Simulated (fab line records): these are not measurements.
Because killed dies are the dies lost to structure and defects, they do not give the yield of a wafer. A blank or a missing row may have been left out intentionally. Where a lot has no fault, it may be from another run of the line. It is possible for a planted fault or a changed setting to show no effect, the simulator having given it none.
The tool behind it: which one? | flow nand harc | 39 wafers from 13 lots sampled at 5 of the route's 1159 steps

== WHAT EACH GAUGE READ, for each wafer ==
NHARC_A_ONON_D1_THK_MEAS_08: measures by ellipsometry. Usual: thk nm reads 999 nm (standard deviation 11).
lot  | measured     | on            | thk nm (nm)    | flag
L475 | day 8 04:38  | film metro-01 | 997 999 998    |
L476 | day 8 04:38  | film metro-02 | 1018 1020 1021 |
L478 | day 8 14:43  | film metro-01 | 1008 1004 1005 |
L480 | day 8 20:19  | film metro-01 | 1004 1004 1005 |
L479 | day 8 20:17  | film metro-02 | 981 981 981    |
L483 | day 9 17:59  | film metro-02 | 270 270 270    | OFF
L484 | day 10 06:16 | film metro-02 | 1011 1011 1011 |
L485 | day 10 06:16 | film metro-02 | 293 295 294    | OFF
L487 | day 10 17:11 | film metro-01 | 984 985 985    |
L490 | day 11 19:24 | film metro-01 | 995 994 993    |
L491 | day 11 19:16 | film metro-02 | 995 994 994    |
L494 | day 12 09:25 | film metro-02 | 1017 1017 1017 |
L497 | day 13 16:59 | film metro-02 | 1008 1007 1008 |

NHARC_END_SORT_01. Usual: killed at array 29, standard deviation 11; killed at other 0.7, standard deviation 1.1; killed at periphery 3.1, standard deviation 2; killed dies 33, standard deviation 11; killed open 3.5, standard deviation 1.8; killed short 2.0, standard deviation 1.4.
lot  | measured     | on        | killed at array | killed at other | killed at periphery | killed dies | killed open | killed short | flag
L483 | day 22 00:25 | prober-01 | 673 672 671     | 0 1 1           | 4 4 5               | 677 677 677 | 2 3 2       | 0 3 2        | OFF
L485 | day 22 04:19 | prober-02 | 675 673 675     | 0 0 0           | 2 4 2               | 677 677 677 | 3 6 3       | 4 2 2        | OFF

== WHAT TOOL EACH LOT RAN ON (gives the tool, then ch and the chambers of the sampled wafers, and finally the start) ==
lot  | NHARC_P_BONDPAD_ETCH_24                       | NHARC_P_BONDPAD_ANNEAL_28        | NHARC_A_ONON_D1_DEP_06
L475 | rie diel-11 ch 0,1,2, day 7 01:37 or earlier  | rtp anneal-02 ch 0, day 7 01:37  | pecvd onon-01 ch 0, day 8 04:14
L476 | rie diel-08 ch 0,2,3, day 7 01:41 or earlier  | rtp anneal-01 ch 0, day 7 01:41  | pecvd onon-03 ch 0, day 8 04:11
L478 | rie diel-08 ch 1,2,3, day 7 12:56 or earlier  | rtp anneal-01 ch 0, day 7 12:56  | pecvd onon-03 ch 0, day 8 14:13
L480 | rie diel-02 ch 0,1, day 7 18:05 or earlier    | rtp anneal-01 ch 0, day 7 18:05  | pecvd onon-01 ch 0, day 8 19:49
L479 | rie diel-02 ch 0,3, day 7 18:35 or earlier    | rtp anneal-02 ch 0, day 7 18:35  | pecvd onon-02 ch 0, day 8 19:47
L483 | rie diel-11 ch 0,2,3, day 8 15:25 or earlier  | rtp anneal-01 ch 0, day 8 15:25  | pecvd onon-03 ch 0, day 9 17:29
L484 | rie diel-08 ch 0,3, day 9 04:46 or earlier    | rtp anneal-01 ch 0, day 9 04:46  | pecvd onon-01 ch 0, day 10 05:44
L485 | rie diel-02 ch 0,1, day 9 06:19 or earlier    | rtp anneal-02 ch 0, day 9 06:19  | pecvd onon-03 ch 0, day 10 05:47
L487 | rie diel-08 ch 0,1, day 9 15:21 or earlier    | rtp anneal-02 ch 0, day 9 15:21  | pecvd onon-02 ch 0, day 10 16:47
L490 | rie diel-08 ch 0,2,3, day 10 16:06            | rtp anneal-02 ch 0, day 10 17:17 | pecvd onon-01 ch 0, day 11 18:57
L491 | rie diel-08 ch 1,3, day 10 18:31 or earlier   | rtp anneal-01 ch 0, day 10 18:31 | pecvd onon-02 ch 0, day 11 18:52
L494 | rie diel-08 ch 1,2,3, day 11 04:16 or earlier | rtp anneal-02 ch 0, day 11 04:16 | pecvd onon-02 ch 0, day 12 08:54
L497 | rie diel-11 ch 0,1, day 12 12:21 or earlier   | rtp anneal-01 ch 0, day 12 12:21 | pecvd onon-01 ch 0, day 13 16:29
- NHARC_P_BONDPAD_ETCH_24: etches the open film in CF4/N2, target depth 30 nm, time 72.99 s.
- NHARC_P_BONDPAD_ANNEAL_28: time 90 s.
- NHARC_A_ONON_D1_DEP_06: target thk 1000 nm.

== WHAT THE TOOLS THEMSELVES READ (means of the sampled wafers that have a number; where no wafer has one, the mark that the record gives instead) ==
NHARC_P_BONDPAD_ETCH_24. Usual: chamber pressure mTorr 30.00 mTorr, standard deviation 0.036; drypump motor current A 5.7 A, standard deviation 0.38; mfc ar sccm 150.1 sccm, standard deviation 0.46; oes product au 1.002 a.u., standard deviation 0.0089; rf fwd power W 297.7 W, standard deviation 1.1; rf vpp V 313.5 V, standard deviation 2.4; showerhead plenum p Torr 2.59 Torr, standard deviation 0.13; throttle valve pct 19.794 %, standard deviation 0.0088.
lot  | tool        | chamber pressure mTorr (mTorr) | drypump motor current A (A) | mfc ar sccm (sccm) | oes product au (a.u.) | rf fwd power W (W) | rf vpp V (V) | showerhead plenum p Torr (Torr) | throttle valve pct (%) | flag
L475 | rie diel-11 | 30.01                          | 5.9                         | 149.9              | 1.003                 | 296.9              | 311.6        | 2.52                            | 19.796                 |
L476 | rie diel-08 | 30.03                          | 5.8                         | 149.9              | 0.999                 | 298.5              | 312.8        | 2.56                            | 19.792                 |
L478 | rie diel-08 | 30.02                          | 5.5                         | 150.2              | 1.001                 | 297.6              | 313.2        | 2.57                            | 19.786                 |
L480 | rie diel-02 | 30.01                          | 5.7                         | 149.7              | 1.011                 | 296.6              | 313.2        | 2.56                            | 19.800                 |
L479 | rie diel-02 | 29.99                          | 5.5                         | 150.0              | 1.012                 | 298.1              | 312.5        | 2.60                            | 19.787                 |
L483 | rie diel-11 | 30.00                          | 5.8                         | 150.3              | 1.006                 | 297.2              | 313.6        | 2.59                            | 19.792                 |
L484 | rie diel-08 | 30.03                          | 6.2                         | 149.7              | 0.995                 | 298.3              | 314.6        | 2.65                            | 19.790                 |
L485 | rie diel-02 | 29.98                          | 5.4                         | 149.8              | 1.003                 | 297.6              | 312.4        | 2.50                            | 19.799                 |
L487 | rie diel-08 | 30.00                          | 6.1                         | 150.3              | 0.996                 | 296.9              | 316.6        | 2.75                            | 19.797                 |
L490 | rie diel-08 | 30.01                          | 5.8                         | 149.5              | 0.998                 | 299.0              | 313.3        | 2.55                            | 19.808                 |
L491 | rie diel-08 | 30.00                          | 5.5                         | 150.3              | 1.004                 | 297.8              | 313.5        | 2.58                            | 19.798                 |
L494 | rie diel-08 | 29.97                          | 5.5                         | 150.0              | 0.999                 | 298.3              | 312.8        | 2.57                            | 19.788                 |
L497 | rie diel-11 | 29.99                          | 5.8                         | 150.0              | 0.997                 | 296.9              | 311.2        | 2.49                            | 19.797                 |

NHARC_P_BONDPAD_ANNEAL_28. Usual: wafer_temp_C_max reads 226.36 (standard deviation 0.3).
lot  | tool          | wafer_temp_C_max | flag
L475 | rtp anneal-02 | 226.35           |
L476 | rtp anneal-01 | 226.53           |
L478 | rtp anneal-01 | 226.26           |
L480 | rtp anneal-01 | 226.46           |
L479 | rtp anneal-02 | 226.14           |
L483 | rtp anneal-01 | 226.30           |
L484 | rtp anneal-01 | 226.32           |
L485 | rtp anneal-02 | 226.32           |
L487 | rtp anneal-02 | 226.22           |
L490 | rtp anneal-02 | 226.24           |
L491 | rtp anneal-01 | 226.35           |
L494 | rtp anneal-02 | 226.16           |
L497 | rtp anneal-01 | 226.51           |

NHARC_A_ONON_D1_DEP_06. Usual: n2o flow sccm reads 1999 sccm (standard deviation 6.3).
lot  | tool          | n2o flow sccm (sccm) | flag
L475 | pecvd onon-01 | 2001                 |
L476 | pecvd onon-03 | 2002                 |
L478 | pecvd onon-03 | 1997                 |
L480 | pecvd onon-01 | 1992                 |
L479 | pecvd onon-02 | 1993                 |
L483 | pecvd onon-03 | 1999                 |
L484 | pecvd onon-01 | 2000                 |
L485 | pecvd onon-03 | 1998                 |
L487 | pecvd onon-02 | 1996                 |
L490 | pecvd onon-01 | 1997                 |
L491 | pecvd onon-02 | 2007                 |
L494 | pecvd onon-02 | 2004                 |
L497 | pecvd onon-01 | 1999                 |

== THE ANSWER, worked out from the rows above alone ==
Rule: a lot is off if the mean of its wafers that have a number lies more than 3 standard deviations from the usual mean. Also off: a lot with no number at a reading for which 4 or more lots have one. Any other lot the step has rows for is counted as sound. First the gauges in route order, then the tools' own readings, where a lot's mean is used as printed above. At the first step where some lot is off, the reading lying furthest off is the one used; lots without a number count as furthest.
Off, at NHARC_A_ONON_D1_THK_MEAS_08 on thk nm: L483, L485.
If a tool, at a process step before that reading, ran all the lots that are off and no sound lot after the first of them, it fits. The gauges at NHARC_A_ONON_D1_THK_MEAS_08 aren't tried: what is off there is off at NHARC_END_SORT_01 too, on other tools, and a gauge's error can't cause that. NHARC_P_BONDPAD_ETCH_24: start missing for some lots; hours and lot order therefore follow NHARC_P_BONDPAD_ANNEAL_28. One fits: NHARC_A_ONON_D1_DEP_06 on pecvd onon-03. Its last sound lot is L478 (day 8 14:13), its first lot that is off L483 (day 9 17:29): a fault that began between those two fits.

== WHAT THE SIMULATOR PUT IN ==
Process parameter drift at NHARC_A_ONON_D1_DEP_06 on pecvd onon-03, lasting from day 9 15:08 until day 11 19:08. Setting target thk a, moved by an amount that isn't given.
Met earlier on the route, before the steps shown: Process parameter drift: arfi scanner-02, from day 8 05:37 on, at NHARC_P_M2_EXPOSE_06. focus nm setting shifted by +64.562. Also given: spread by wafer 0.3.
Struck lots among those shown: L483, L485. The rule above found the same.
